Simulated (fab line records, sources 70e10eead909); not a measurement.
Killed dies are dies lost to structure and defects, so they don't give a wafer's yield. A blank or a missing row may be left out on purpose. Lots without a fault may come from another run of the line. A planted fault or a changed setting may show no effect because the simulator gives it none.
Chamber matching | flow nand_harc | NHARC_A_STAIRCASE_CMP_152 on cmp-01: 4 sister chambers
The step polishes. 8 wafers are shown with their chamber, then 11 later ones without.

WAFERS WITH THEIR CHAMBER
wafer  | chamber | motor_current_A (A)
L079.3 | 2       | 12.9
L079.4 | 3       | 13.6
L080.1 | 0       | 13.5
L080.4 | 3       | 14.4
L085.2 | 2       | 14.0
L085.5 | 0       | 13.3
L085.6 | 1       | 15.6
L089.4 | 1       | 15.2

WAFERS WITHOUT THEIR CHAMBER
wafer  | motor_current_A (A)
L089.5 | 14.4
L089.6 | 13.7
L090.1 | 13.2
L090.3 | 15.7
L090.5 | 13.3
L095.1 | 13.7
L095.2 | 13.8
L095.4 | 16.0
L096.2 | 15.8
L096.4 | 13.2
L096.6 | 14.6

WHICH CHAMBER EACH WENT THROUGH
wafer  | from the rows above               | in truth
L089.5 | can't be placed: 3 or 2 or 1 or 0 | 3
L089.6 | can't be placed: 2 or 0 or 3      | 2
L090.1 | can't be placed: 0 or 2 or 3      | 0
L090.3 | 1                                 | 1
L090.5 | can't be placed: 0 or 2 or 3      | 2
L095.1 | can't be placed: 2 or 0 or 3      | 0
L095.2 | can't be placed: 3 or 2 or 0      | 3
L095.4 | 1                                 | 1
L096.2 | 1                                 | 1
L096.4 | can't be placed: 0 or 2 or 3      | 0
L096.6 | can't be placed: 3 or 1 or 2 or 0 | 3
Placed correctly: 3 of 11. Can't be placed from these rows: 8 (the true chamber is among the candidates in 8). Placed wrongly: 0.
How it was worked out, from the rows above alone: a wafer's distance from a chamber is the root of the sum, over the readings, of the square of ((its reading less the chamber's mean) divided by the reading's scatter). The wafer belongs to the nearest chamber; if the next one is less than 2 further off, it can't be placed. A chamber's mean is the mean of its shown wafers. The scatter: the root of (the sum of the squares of (reading less its chamber's mean) over the shown wafers, divided by (wafers less chambers)).
